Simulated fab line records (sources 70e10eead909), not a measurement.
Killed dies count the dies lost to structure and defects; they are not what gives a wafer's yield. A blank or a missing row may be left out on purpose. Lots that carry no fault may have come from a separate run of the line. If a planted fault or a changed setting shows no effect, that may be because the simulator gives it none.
Matching of chambers / flow nand-harc / 3 sister chambers for NHARC_A_STAIRCASE_DEP_280 on pecvd-04
The step deposits SiON, target thk 30 nm. 3 wafers are shown with their chamber, then 8 later ones without.

## WAFERS WITH THEIR CHAMBER
wafer=L088.4; chamber=2; heater-power-w (W)=1079
wafer=L088.5; chamber=0; heater-power-w (W)=715
wafer=L091.3; chamber=1; heater-power-w (W)=748

## WAFERS MISSING THEIR CHAMBER
wafer=L091.4; heater-power-w (W)=961
wafer=L091.6; heater-power-w (W)=763
wafer=L093.2; heater-power-w (W)=941
wafer=L093.5; heater-power-w (W)=637
wafer=L093.6; heater-power-w (W)=669
wafer=L095.2; heater-power-w (W)=771
wafer=L095.4; heater-power-w (W)=890
wafer=L095.6; heater-power-w (W)=735

## WHICH CHAMBER EACH WENT THROUGH
wafer=L091.4; from the rows above=can't be placed: 2 or 1 or 0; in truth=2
wafer=L091.6; from the rows above=can't be placed: 1 or 0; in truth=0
wafer=L093.2; from the rows above=can't be placed: 2 or 1 or 0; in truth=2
wafer=L093.5; from the rows above=can't be placed: 0 or 1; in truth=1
wafer=L093.6; from the rows above=can't be placed: 0 or 1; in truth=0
wafer=L095.2; from the rows above=can't be placed: 1 or 0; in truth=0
wafer=L095.4; from the rows above=can't be placed: 1 or 0 or 2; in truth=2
wafer=L095.6; from the rows above=can't be placed: 1 or 0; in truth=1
0 of 8 placed correctly. Cannot be placed on the basis of these rows: 8; the candidates contain the true chamber in 8. Number placed wrongly: 0.
How it was worked out, from the rows above alone: a wafer's distance from a chamber is the root of the sum, over the readings, of the square of ((its reading less the chamber's mean) divided by the reading's scatter). If the next closest chamber is less than 2 further off than the closest, the wafer can't be placed; otherwise it belongs to the closest. A chamber's mean is the mean of its shown wafers. The scatter: root of mean squared gap, hidden wafer to nearest shown wafer, with one shown wafer a chamber.
